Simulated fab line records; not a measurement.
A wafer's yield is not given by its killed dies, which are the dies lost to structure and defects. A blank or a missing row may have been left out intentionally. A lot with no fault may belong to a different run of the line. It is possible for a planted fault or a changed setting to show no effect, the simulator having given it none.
Chamber matching	flow n5_finfet	4 sister chambers for N5_GATE_CUT_ETCH_28 on rie_diel-04
The step etches underlayer in N2/H2, target depth 13 nm, time 10.4 s. 20 wafers are shown with their chamber, then 10 later ones without.

EACH WAFER AND ITS CHAMBER
wafer	chamber	drypump_motor_current_A (A)	throttle_valve_pct (%)	etch_rf_on_time_s (s)
L076.1	1	5.4	17.92	10.56
L076.4	2	5.7	17.77	10.28
L076.6	1	5.3	17.93	10.47
L078.1	3	5.5	17.59	10.60
L078.3	2	5.7	17.79	10.31
L078.5	3	5.5	17.60	10.49
L079.1	1	5.4	17.94	10.58
L079.2	0	5.4	18.33	10.23
L079.4	3	5.5	17.61	10.56
L082.2	2	5.7	17.79	10.35
L082.4	3	5.5	17.61	10.62
L082.6	3	5.5	17.62	10.59
L085.1	1	5.4	17.94	10.59
L085.4	2	5.7	17.81	10.17
L085.5	1	5.4	17.94	10.60
L089.1	1	5.4	17.97	10.75
L089.2	2	5.7	17.83	10.26
L089.4	0	5.4	18.38	10.30
L092.2	2	5.7	17.82	10.16
L092.4	3	5.5	17.25	10.44

SIGNATURES (averages over the wafers above)
reading	chamber 0	chamber 1	chamber 2	chamber 3	scatter within a chamber
drypump_motor_current_A	5.400	5.383	5.700	5.500	0.0228
throttle_valve_pct	18.3550	17.9400	17.8017	17.5467	0.0834
etch_rf_on_time_s	10.2650	10.5917	10.2550	10.5500	0.078
Rule: distance of a wafer from a chamber = root of the sum over the readings of ((wafer's reading minus chamber's mean) / reading's scatter) squared. If the next closest chamber is less than 2 further off than the closest, the wafer can't be placed; otherwise it belongs to the closest. How the scatter is found: for the shown wafers, subtract from each reading the mean of its chamber, square and add these, divide the total by (wafers less chambers), then take the root.

WAFERS WITH NO CHAMBER GIVEN
wafer	drypump_motor_current_A (A)	throttle_valve_pct (%)	etch_rf_on_time_s (s)
L092.6	5.7	17.83	10.17
L093.2	5.7	17.83	10.19
L093.5	5.4	17.98	10.67
L093.6	5.5	17.25	10.56
L094.1	5.7	17.83	10.23
L094.4	5.5	17.24	10.70
L094.6	5.7	17.83	10.24
L095.1	5.7	17.82	10.29
L095.3	5.3	17.97	10.74
L095.4	5.7	17.82	10.20

CHAMBER TAKEN BY EACH
wafer	from the rows above	in truth
L092.6	2	2
L093.2	2	2
L093.5	1	1
L093.6	3	3
L094.1	2	2
L094.4	3	3
L094.6	2	2
L095.1	2	2
L095.3	1	1
L095.4	2	2
Correct placement for 10 of the 10. Not placeable from these rows: 0. 0 placed wrongly.
